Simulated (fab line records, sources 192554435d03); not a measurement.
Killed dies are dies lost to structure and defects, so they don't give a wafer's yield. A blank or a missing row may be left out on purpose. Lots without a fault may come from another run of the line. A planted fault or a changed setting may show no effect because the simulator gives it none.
Split-lot experiment | flow n5_finfet | 7 lots, 21 wafers read, on a route of 1938 steps

THE SPLIT
At N5_BEOL_M1_EXPOSE_08 (exposes mask M1), the setting dose_mj was moved away from the recipe's 33 on 3 of the 21 wafers read, by -5.8% to -2.7%. The other wafers ran this setting at the recipe's value.

FROM THE SPLIT TO THE READING: what the file shows between them, 4 steps
- N5_BEOL_M1_PEB_09: peb time 60 s
- N5_BEOL_M1_DEVELOP_10: develop time 30 s
- N5_BEOL_M1_DESCUM_16: chemistry O2, time 7 s
- N5_BEOL_M1_ETCH_74: etches underlayer in N2/H2, target depth 6.5 nm, time 5.2 s

THE READING
BEOL_M1.cd_offset_nm (the simulator's own value, which no gauge read), in nm, at N5_BEOL_M1_ETCH_63 (etches SiARC in CF4, target depth 15.6 nm, time 26 s). The file gives no usual value for it. The 18 wafers here that ran the recipe average 0.0 nm, standard deviation 0.14 nm.

wafer  | tool, chamber at the split | dose_mj as run | against the recipe | BEOL_M1.cd_offset_nm, nm | against lot-mates on the recipe
L081.3 | euv_scanner-02, 0          | 33             | recipe             | 0                        | -
L081.4 | euv_scanner-02, 0          | 33             | recipe             | -0.2                     | -
L081.6 | euv_scanner-02, 0          | 33             | recipe             | 0.2                      | -
L083.2 | euv_scanner-02, 0          | 33             | recipe             | 0.2                      | -
L083.4 | euv_scanner-02, 0          | 33             | recipe             | -0.2                     | -
L083.6 | euv_scanner-02, 0          | 33             | recipe             | 0                        | -
L087.2 | euv_scanner-01, 0          | 32.11          | -2.7%              | -0.8                     | -0.8
L087.5 | euv_scanner-01, 0          | 32.11          | -2.7%              | -0.6                     | -0.6
L087.6 | euv_scanner-01, 0          | 33             | recipe             | 0                        | -
L088.1 | euv_scanner-02, 0          | 33             | recipe             | 0                        | -
L088.3 | euv_scanner-02, 0          | 33             | recipe             | 0                        | -
L088.5 | euv_scanner-02, 0          | 33             | recipe             | 0                        | -
L089.1 | euv_scanner-01, 0          | 33             | recipe             | -0.2                     | -
L089.2 | euv_scanner-01, 0          | 33             | recipe             | 0.2                      | -
L089.5 | euv_scanner-01, 0          | 33             | recipe             | 0                        | -
L095.2 | euv_scanner-02, 0          | 31.1           | -5.8%              | -1                       | -1.1
L095.3 | euv_scanner-02, 0          | 33             | recipe             | 0.2                      | -
L095.4 | euv_scanner-02, 0          | 33             | recipe             | 0                        | -
L097.3 | euv_scanner-02, 0          | 33             | recipe             | 0.2                      | -
L097.6 | euv_scanner-02, 0          | 33             | recipe             | 0.2                      | -
L097.5 | euv_scanner-02, 0          | 33             | recipe             | 0                        | -

THE FIT
A straight line over all 21 wafers: BEOL_M1.cd_offset_nm changes by +0.205 nm for each +1% of dose_mj; r = +0.89; the points scatter about the line by 0.15 nm.
The same after taking each lot's own level away (the mean of its wafers on the recipe; 21 wafers): +0.21 nm for each +1%; r = +0.92; scatter 0.14 nm.
On that fit, the largest move of dose_mj shifts the reading by 1.2 nm.
The lots' own levels span 0.00 to 0.13 nm, that is 1.0 times the standard deviation above.
So the lot-to-lot level changes the slope little: the two slopes agree.
Check: with one of the wafers moved furthest among these (-5.8%) left out of the fit, the line predicts -1.49 nm for it against its lot-mates. It came out at -1.1 nm against them.

OTHER SPLITS ON THESE WAFERS
These wafers also went through other splits before the reading. Each is held against what the fit with the lots' levels taken away leaves over:
other split on the same wafers         | wafers away from the commonest value | r with BEOL_M1.cd_offset_nm (lot level and that fit taken away)
N5_MOL_CONTACT_COAG_ALD_133 ald_cycles | 9                                    | +0.33
N5_BEOL_M0_CUTY_EXPOSE_54 dose_mj      | 5                                    | +0.21
N5_BEOL_M0_CUTY_ETCH_63 source_w       | 6                                    | -0.19

THE WHOLE CHAIN: every reading that the file lists as answering this split, in the file's order
step               | what it does                                                | reading                                                               | change (the file's fit)               | r (the file's)
N5_BEOL_M1_ETCH_74 | etches underlayer in N2/H2, target depth 6.5 nm, time 5.2 s | BEOL_M1.cd_offset_nm (the simulator's own value, which no gauge read) | +0.189 nm for each +1% of the setting | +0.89
N5_BEOL_M1_ETCH_63 | etches SiARC in CF4, target depth 15.6 nm, time 26 s        | BEOL_M1.cd_offset_nm (the simulator's own value, which no gauge read) | +0.203 nm for each +1% of the setting | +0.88

THE FILE'S OWN FIT
BEOL_M1.cd_offset_nm changes by +0.203 nm for each +1% of dose_mj, r = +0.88.
